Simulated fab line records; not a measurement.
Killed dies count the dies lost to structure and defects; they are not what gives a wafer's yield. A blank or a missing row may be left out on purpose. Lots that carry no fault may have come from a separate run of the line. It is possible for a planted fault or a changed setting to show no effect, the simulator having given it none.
What tool caused it?	flow n5_finfet	36 wafers sampled from 12 lots at 1 step of a route of 1938

== WHAT EACH GAUGE READ, for each wafer ==
N5_BEOL_M14_CD_MEAS_28: target cd 284.4 nm.
lot	measured	on	cd_nm (nm)
L076	day 12 01:43	cd_sem-02	283.2 284.1 284.6
L079	day 12 15:19	cd_sem-02	283.7 284.8 286.7
L081	day 13 11:51	cd_sem-01	285.3 285.1 286.0
L077	day 13 19:28	cd_sem-03	282.9 286.8 286.5
L083	day 14 02:08	cd_sem-03	284.7 282.2 284.8
L085	day 14 22:08	cd_sem-02	287.1 286.3 288.1
L088	day 14 22:43	cd_sem-02	286.7 284.5 285.3
L090	day 15 20:02	cd_sem-03	285.6 285.8 283.3
L091	day 16 03:27	cd_sem-02	284.9 284.4 284.9
L094	day 16 21:03	cd_sem-02	286.0 286.2 283.2
L096	day 16 21:15	cd_sem-03	282.7 283.4 284.5
L097	day 16 23:53	cd_sem-02	283.8 283.6 284.9

== WHAT TOOL EACH LOT RAN ON (gives the tool, then ch and the chambers of the sampled wafers, and finally the start) ==
The record holds no process step before these readings.

== THE ANSWER, worked out from the rows above alone ==
Rule: the usual values come from the lots themselves. The widest of any qualifying gaps counts: lots, ordered by their means at a reading, are off when they make up no more than a third of the lots, leave a main group of 4 or more, and stand apart from it by 3 or more times the standard deviation of that group's means. If all means in a main group match to the digits the tables above print for the reading, that group is not used. Also off: a lot with no number at a reading for which 4 or more lots have one. The other lots that the step has rows for count as sound.
No lot is off at any reading shown: from this, nothing can be told.

== WHAT THE SIMULATOR HAD INSERTED ==
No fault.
